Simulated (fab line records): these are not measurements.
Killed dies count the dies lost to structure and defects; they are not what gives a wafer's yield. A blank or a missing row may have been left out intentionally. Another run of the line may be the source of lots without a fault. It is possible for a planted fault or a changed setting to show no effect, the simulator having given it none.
Split-lot study :: flow n5 finfet :: 39 wafers read across 7 lots, on a route 1938 steps long

## THE SPLIT
At N5_BEOL_M9_TRENCH_ETCH_37 (etches SiCOH lowk in C4F6/O2, target depth 151.43 nm, time 49 s), the setting time s was moved away from the recipe's 49 s on 9 of the 39 wafers read, by -57.9% to +49.8%. All remaining wafers had this setting at the recipe value.

## FROM THE SPLIT TO THE READING: what the file shows between them, 8 steps
- N5_BEOL_M9_ETCH_41: etches SiCN in CH3F/O2, target depth 36.6 nm, time 70.1 s
- N5_BEOL_M9_STRIP_80: strips in N2/H2, time 10 s
- N5_BEOL_M9_OCD_MEAS_38
- N5_BEOL_M9_HM_STRIP_39: strips TiN in peroxide tin strip, target depth 25 nm, time 158 s
- N5_BEOL_M9_SRD_40: time 30 s
- N5_BEOL_M9_ECD_50: material Cu, target thk 318 nm
- N5_BEOL_M9_ANNEAL_51: time 90 s
- N5_BEOL_M9_CMP_52: polishes, stops on SiCOH lowk, t overpolish 7 s, target thk 140 nm

## THE READING
M9_THK, in nm, at N5_BEOL_M9_THK_MEAS_53 (measures by xrf). A value of 141 nm with a standard deviation of 3.2 nm is what fault-free wafers of this fab line usually give.

wafer: L077.1
tool, chamber at the split: rie diel-03, 0
time s as run, s: 62.05
against the recipe: +26.6%
M9_THK, nm: 182
against lot-mates on the recipe: +40

wafer: L077.2
tool, chamber at the split: rie diel-03, 1
time s as run, s: 49
against the recipe: recipe
M9_THK, nm: 142
against lot-mates on the recipe: -

wafer: L077.3
tool, chamber at the split: rie diel-03, 2
time s as run, s: 62.05
against the recipe: +26.6%
M9_THK, nm: 184
against lot-mates on the recipe: +42

wafer: L077.4
tool, chamber at the split: rie diel-03, 2
time s as run, s: 49
against the recipe: recipe
M9_THK, nm: 141
against lot-mates on the recipe: -

wafer: L077.5
tool, chamber at the split: rie diel-03, 1
time s as run, s: 62.05
against the recipe: +26.6%
M9_THK, nm: 185
against lot-mates on the recipe: +43

wafer: L077.6
tool, chamber at the split: rie diel-03, 0
time s as run, s: 49
against the recipe: recipe
M9_THK, nm: 144
against lot-mates on the recipe: -

wafer: L076.1
tool, chamber at the split: rie diel-04, 2
time s as run, s: 73.4
against the recipe: +49.8%
M9_THK, nm: 221
against lot-mates on the recipe: +78

wafer: L076.2
tool, chamber at the split: rie diel-04, 3
time s as run, s: 49
against the recipe: recipe
M9_THK, nm: 145
against lot-mates on the recipe: -

wafer: L076.3
tool, chamber at the split: rie diel-04, 1
time s as run, s: 73.4
against the recipe: +49.8%
M9_THK, nm: 206
against lot-mates on the recipe: +63

wafer: L076.4
tool, chamber at the split: rie diel-04, 0
time s as run, s: 49
against the recipe: recipe
M9_THK, nm: 141
against lot-mates on the recipe: -

wafer: L076.5
tool, chamber at the split: rie diel-04, 3
time s as run, s: 73.4
against the recipe: +49.8%
M9_THK, nm: 219
against lot-mates on the recipe: +76

wafer: L076.6
tool, chamber at the split: rie diel-04, 2
time s as run, s: 49
against the recipe: recipe
M9_THK, nm: 143
against lot-mates on the recipe: -

wafer: L079.1
tool, chamber at the split: rie diel-06, 0
time s as run, s: 49
against the recipe: recipe
M9_THK, nm: 137
against lot-mates on the recipe: -

wafer: L079.2
tool, chamber at the split: rie diel-06, 2
time s as run, s: 49
against the recipe: recipe
M9_THK, nm: 139
against lot-mates on the recipe: -

wafer: L079.3
tool, chamber at the split: rie diel-06, 1
time s as run, s: 49
against the recipe: recipe
M9_THK, nm: 143
against lot-mates on the recipe: -

wafer: L079.4
tool, chamber at the split: rie diel-06, 3
time s as run, s: 49
against the recipe: recipe
M9_THK, nm: 139
against lot-mates on the recipe: -

wafer: L079.5
tool, chamber at the split: rie diel-06, 3
time s as run, s: 49
against the recipe: recipe
M9_THK, nm: 141
against lot-mates on the recipe: -

wafer: L079.6
tool, chamber at the split: rie diel-06, 0
time s as run, s: 49
against the recipe: recipe
M9_THK, nm: 139
against lot-mates on the recipe: -

wafer: L078.1
tool, chamber at the split: rie diel-06, 2
time s as run, s: 20.62
against the recipe: -57.9%
M9_THK, nm: 53
against lot-mates on the recipe: -87

wafer: L078.2
tool, chamber at the split: rie diel-06, 3
time s as run, s: 20.62
against the recipe: -57.9%
M9_THK, nm: 51
against lot-mates on the recipe: -89

wafer: L078.3
tool, chamber at the split: rie diel-06, 0
time s as run, s: 49
against the recipe: recipe
M9_THK, nm: 139
against lot-mates on the recipe: -

wafer: L078.4
tool, chamber at the split: rie diel-06, 1
time s as run, s: 20.62
against the recipe: -57.9%
M9_THK, nm: 52
against lot-mates on the recipe: -88

wafer: L078.5
tool, chamber at the split: rie diel-06, 3
time s as run, s: 49
against the recipe: recipe
M9_THK, nm: 140
against lot-mates on the recipe: -

wafer: L078.6
tool, chamber at the split: rie diel-06, 0
time s as run, s: 49
against the recipe: recipe
M9_THK, nm: 140
against lot-mates on the recipe: -

wafer: L082.1
tool, chamber at the split: rie diel-06, 2
time s as run, s: 49
against the recipe: recipe
M9_THK, nm: 143
against lot-mates on the recipe: -

wafer: L082.4
tool, chamber at the split: rie diel-06, 2
time s as run, s: 49
against the recipe: recipe
M9_THK, nm: 142
against lot-mates on the recipe: -

wafer: L082.6
tool, chamber at the split: rie diel-06, 3
time s as run, s: 49
against the recipe: recipe
M9_THK, nm: 140
against lot-mates on the recipe: -

wafer: L087.1
tool, chamber at the split: rie diel-03, 0
time s as run, s: 49
against the recipe: recipe
M9_THK, nm: 147
against lot-mates on the recipe: -

wafer: L087.2
tool, chamber at the split: rie diel-03, 2
time s as run, s: 49
against the recipe: recipe
M9_THK, nm: 142
against lot-mates on the recipe: -

wafer: L087.3
tool, chamber at the split: rie diel-03, 3
time s as run, s: 49
against the recipe: recipe
M9_THK, nm: 143
against lot-mates on the recipe: -

wafer: L087.4
tool, chamber at the split: rie diel-03, 1
time s as run, s: 49
against the recipe: recipe
M9_THK, nm: 139
against lot-mates on the recipe: -

wafer: L087.5
tool, chamber at the split: rie diel-03, 2
time s as run, s: 49
against the recipe: recipe
M9_THK, nm: 140
against lot-mates on the recipe: -

wafer: L087.6
tool, chamber at the split: rie diel-03, 3
time s as run, s: 49
against the recipe: recipe
M9_THK, nm: 145
against lot-mates on the recipe: -

wafer: L096.1
tool, chamber at the split: rie diel-06, 2
time s as run, s: 49
against the recipe: recipe
M9_THK, nm: 142
against lot-mates on the recipe: -

wafer: L096.2
tool, chamber at the split: rie diel-06, 0
time s as run, s: 49
against the recipe: recipe
M9_THK, nm: 149
against lot-mates on the recipe: -

wafer: L096.3
tool, chamber at the split: rie diel-06, 3
time s as run, s: 49
against the recipe: recipe
M9_THK, nm: 139
against lot-mates on the recipe: -

wafer: L096.4
tool, chamber at the split: rie diel-06, 1
time s as run, s: 49
against the recipe: recipe
M9_THK, nm: 140
against lot-mates on the recipe: -

wafer: L096.5
tool, chamber at the split: rie diel-06, 1
time s as run, s: 49
against the recipe: recipe
M9_THK, nm: 143
against lot-mates on the recipe: -

wafer: L096.6
tool, chamber at the split: rie diel-06, 2
time s as run, s: 49
against the recipe: recipe
M9_THK, nm: 143
against lot-mates on the recipe: -

THE FIT
A straight line over all 39 wafers: M9_THK changes by +1.53 nm for each +1% of time s; r = +1.00; the points scatter about the line by 3.1 nm.
The same after taking each lot's own level away (the mean of its wafers on the recipe; 39 wafers): +1.5 nm for each +1%; r = +1.00; scatter 2.9 nm.
According to that fit, moving time s by its largest amount changes the reading by 87 nm.
The lots' own levels span 139.7 to 143.0 nm, that is 1.0 times the standard deviation above.
The two slopes agree, so the slope changes little with the lot-to-lot level.
Check: with one of the wafers moved furthest among these (-57.9%) left out of the fit, the line predicts -86.7 nm for it against its lot-mates. It came out at -86.7 nm against them.

## THE WHOLE CHAIN: every reading that the file lists as answering this split, in the file's order
step: N5_BEOL_M9_TRENCH_ETCH_37
what it does: etches SiCOH lowk in C4F6/O2, target depth 151.43 nm, time 49 s
reading: etch.depth nm (the simulator's own value, which no gauge read)
change (the file's fit): +1.46 nm for each +1% of the setting
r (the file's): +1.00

step: N5_BEOL_M9_TRENCH_ETCH_37
what it does: etches SiCOH lowk in C4F6/O2, target depth 151.43 nm, time 49 s
reading: BEOL_M9.feature depth nm (the simulator's own value, which no gauge read)
change (the file's fit): +1.46 nm for each +1% of the setting
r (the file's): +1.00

step: N5_BEOL_M9_TRENCH_ETCH_37
what it does: etches SiCOH lowk in C4F6/O2, target depth 151.43 nm, time 49 s
reading: TiN_of_BEOL_M9_HM_DEP_02.thk nm (the simulator's own value, which no gauge read)
change (the file's fit): -0.0416 nm for each +1% of the setting
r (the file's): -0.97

step: N5_BEOL_M9_OCD_MEAS_38
what it does: 
reading: trench depth nm
change (the file's fit): +1.46 nm for each +1% of the setting
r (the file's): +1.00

step: N5_BEOL_M9_CMP_52
what it does: polishes, stops on SiCOH lowk, t overpolish 7 s, target thk 140 nm
reading: Cu_of_BEOL_M9_ECD_50.thk nm (the simulator's own value, which no gauge read)
change (the file's fit): +1.47 nm for each +1% of the setting
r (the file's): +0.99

step: N5_BEOL_M9_THK_MEAS_53
what it does: measures by xrf
reading: M9_THK
change (the file's fit): +1.49 for each +1% of the setting
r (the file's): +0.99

step: N5_BEOL_M9_RS_MEAS_57
what it does: measures by four-point-probe
reading: M9_RS
change (the file's fit): not straight: 0.488 at the lowest setting, 0.151 at the recipe, 0.096 at the highest
r (the file's): not given

## FILE'S OWN FIT
M9_THK changes by +1.49 nm for each +1% of time s, r = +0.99.
